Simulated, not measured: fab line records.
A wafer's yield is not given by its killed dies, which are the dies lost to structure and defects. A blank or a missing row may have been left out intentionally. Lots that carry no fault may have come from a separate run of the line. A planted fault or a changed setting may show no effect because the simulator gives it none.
Split-lot study :: flow n5_finfet :: route with 1938 steps; 7 lots, 21 wafers read

## SPLIT DETAILS
At N5_BEOL_M3_COAT_22 (resist thk 30 nm), the setting spin_rpm was moved away from the recipe's 1500 rpm on 7 of the 21 wafers read, by -9.7% to +11.1%. For the rest of the wafers, this setting stayed at what the recipe calls for.

## FROM THE SPLIT TO THE READING: what the file shows between them, 2 steps
- N5_BEOL_M3_EBR_24
- N5_BEOL_M3_SOFTBAKE_23: time 60 s

## THE READING
CAR-EUV_of_BEOL_M3_COAT_22.thk_nm (the simulator's own value, which no gauge read), in nm, at N5_BEOL_M3_DESCUM_33 (chemistry O2, time 7 s). There is no usual value for it anywhere in the file. Here, 14 wafers ran the recipe; their average is 26.0 nm with a standard deviation of 0.11 nm.

wafer: L075.2
tool, chamber at the split: litho_track-02, 0
spin_rpm as run, rpm: 1354
against the recipe: -9.7%
CAR-EUV_of_BEOL_M3_COAT_22.thk_nm, nm: 27.6
against lot-mates on the recipe: +1.6

wafer: L075.3
tool, chamber at the split: litho_track-02, 0
spin_rpm as run, rpm: 1354
against the recipe: -9.7%
CAR-EUV_of_BEOL_M3_COAT_22.thk_nm, nm: 27.6
against lot-mates on the recipe: +1.6

wafer: L075.5
tool, chamber at the split: litho_track-02, 0
spin_rpm as run, rpm: 1500
against the recipe: recipe
CAR-EUV_of_BEOL_M3_COAT_22.thk_nm, nm: 26
against lot-mates on the recipe: -

wafer: L076.2
tool, chamber at the split: litho_track-02, 0
spin_rpm as run, rpm: 1654
against the recipe: +10.3%
CAR-EUV_of_BEOL_M3_COAT_22.thk_nm, nm: 24.4
against lot-mates on the recipe: -1.5

wafer: L076.3
tool, chamber at the split: litho_track-02, 0
spin_rpm as run, rpm: 1500
against the recipe: recipe
CAR-EUV_of_BEOL_M3_COAT_22.thk_nm, nm: 25.8
against lot-mates on the recipe: -

wafer: L076.6
tool, chamber at the split: litho_track-02, 0
spin_rpm as run, rpm: 1500
against the recipe: recipe
CAR-EUV_of_BEOL_M3_COAT_22.thk_nm, nm: 26
against lot-mates on the recipe: -

wafer: L080.2
tool, chamber at the split: litho_track-02, 0
spin_rpm as run, rpm: 1500
against the recipe: recipe
CAR-EUV_of_BEOL_M3_COAT_22.thk_nm, nm: 26.2
against lot-mates on the recipe: -

wafer: L080.3
tool, chamber at the split: litho_track-02, 0
spin_rpm as run, rpm: 1434
against the recipe: -4.4%
CAR-EUV_of_BEOL_M3_COAT_22.thk_nm, nm: 26.8
against lot-mates on the recipe: +0.6

wafer: L080.5
tool, chamber at the split: litho_track-02, 0
spin_rpm as run, rpm: 1434
against the recipe: -4.4%
CAR-EUV_of_BEOL_M3_COAT_22.thk_nm, nm: 27
against lot-mates on the recipe: +0.8

wafer: L082.3
tool, chamber at the split: litho_track-01, 0
spin_rpm as run, rpm: 1500
against the recipe: recipe
CAR-EUV_of_BEOL_M3_COAT_22.thk_nm, nm: 26.2
against lot-mates on the recipe: -

wafer: L082.4
tool, chamber at the split: litho_track-01, 0
spin_rpm as run, rpm: 1500
against the recipe: recipe
CAR-EUV_of_BEOL_M3_COAT_22.thk_nm, nm: 26
against lot-mates on the recipe: -

wafer: L082.6
tool, chamber at the split: litho_track-01, 0
spin_rpm as run, rpm: 1500
against the recipe: recipe
CAR-EUV_of_BEOL_M3_COAT_22.thk_nm, nm: 26
against lot-mates on the recipe: -

wafer: L085.2
tool, chamber at the split: litho_track-04, 0
spin_rpm as run, rpm: 1500
against the recipe: recipe
CAR-EUV_of_BEOL_M3_COAT_22.thk_nm, nm: 26
against lot-mates on the recipe: -

wafer: L085.3
tool, chamber at the split: litho_track-04, 0
spin_rpm as run, rpm: 1500
against the recipe: recipe
CAR-EUV_of_BEOL_M3_COAT_22.thk_nm, nm: 26
against lot-mates on the recipe: -

wafer: L085.4
tool, chamber at the split: litho_track-04, 0
spin_rpm as run, rpm: 1500
against the recipe: recipe
CAR-EUV_of_BEOL_M3_COAT_22.thk_nm, nm: 25.8
against lot-mates on the recipe: -

wafer: L086.1
tool, chamber at the split: litho_track-01, 0
spin_rpm as run, rpm: 1500
against the recipe: recipe
CAR-EUV_of_BEOL_M3_COAT_22.thk_nm, nm: 26
against lot-mates on the recipe: -

wafer: L086.5
tool, chamber at the split: litho_track-01, 0
spin_rpm as run, rpm: 1500
against the recipe: recipe
CAR-EUV_of_BEOL_M3_COAT_22.thk_nm, nm: 26
against lot-mates on the recipe: -

wafer: L086.4
tool, chamber at the split: litho_track-01, 0
spin_rpm as run, rpm: 1604
against the recipe: +6.9%
CAR-EUV_of_BEOL_M3_COAT_22.thk_nm, nm: 25
against lot-mates on the recipe: -1.0

wafer: L096.1
tool, chamber at the split: litho_track-01, 0
spin_rpm as run, rpm: 1500
against the recipe: recipe
CAR-EUV_of_BEOL_M3_COAT_22.thk_nm, nm: 26
against lot-mates on the recipe: -

wafer: L096.4
tool, chamber at the split: litho_track-01, 0
spin_rpm as run, rpm: 1500
against the recipe: recipe
CAR-EUV_of_BEOL_M3_COAT_22.thk_nm, nm: 26
against lot-mates on the recipe: -

wafer: L096.6
tool, chamber at the split: litho_track-01, 0
spin_rpm as run, rpm: 1667
against the recipe: +11.1%
CAR-EUV_of_BEOL_M3_COAT_22.thk_nm, nm: 24.2
against lot-mates on the recipe: -1.8

THE FIT
A straight line over all 21 wafers: CAR-EUV_of_BEOL_M3_COAT_22.thk_nm changes by -0.163 nm for each +1% of spin_rpm; r = -0.99; the points scatter about the line by 0.12 nm.
The same after taking each lot's own level away (the mean of its wafers on the recipe; 21 wafers): -0.158 nm for each +1%; r = -1.00; scatter 0.08 nm.
That fit puts the effect of the largest move of spin_rpm on the reading at 1.8 nm.
Across the lots, their own levels run from 25.90 to 26.20 nm, a range of 2.8 times the standard deviation given above.
So the lot-to-lot level changes the slope little: the two slopes agree.
Check: with one of the wafers moved furthest among these (+11.1%) left out of the fit, the line predicts -1.71 nm for it against its lot-mates. It came out at -1.8 nm against them.

## THE OTHER SPLITS THESE WAFERS WENT THROUGH
These wafers also went through other splits before the reading. Each is held against what the fit with the lots' levels taken away leaves over:
other split on the same wafers: N5_BEOL_M1_EXPOSE_08 dose_mj
wafers away from the commonest value: 8
r with CAR-EUV_of_BEOL_M3_COAT_22.thk_nm (lot level and that fit taken away): +0.14

other split on the same wafers: N5_BEOL_M2_ALD_98 ald_cycles
wafers away from the commonest value: 8
r with CAR-EUV_of_BEOL_M3_COAT_22.thk_nm (lot level and that fit taken away): -0.05

other split on the same wafers: N5_BEOL_M3_COAT_76 spin_rpm
wafers away from the commonest value: 8
r with CAR-EUV_of_BEOL_M3_COAT_22.thk_nm (lot level and that fit taken away): +0.06

## THE WHOLE CHAIN: every reading that the file lists as answering this split, in the file's order
step: N5_BEOL_M3_COAT_22
what it does: resist thk 30 nm
reading: CAR-EUV_of_BEOL_M3_COAT_22.thk_nm (the simulator's own value, which no gauge read)
change (the file's fit): -0.148 nm for each +1% of the setting
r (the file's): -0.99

step: N5_BEOL_M3_DESCUM_33
what it does: chemistry O2, time 7 s
reading: CAR-EUV_of_BEOL_M3_COAT_22.thk_nm (the simulator's own value, which no gauge read)
change (the file's fit): -0.156 nm for each +1% of the setting
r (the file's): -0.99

## THE FILE'S OWN FIT
CAR-EUV_of_BEOL_M3_COAT_22.thk_nm changes by -0.156 nm for each +1% of spin_rpm, r = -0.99.
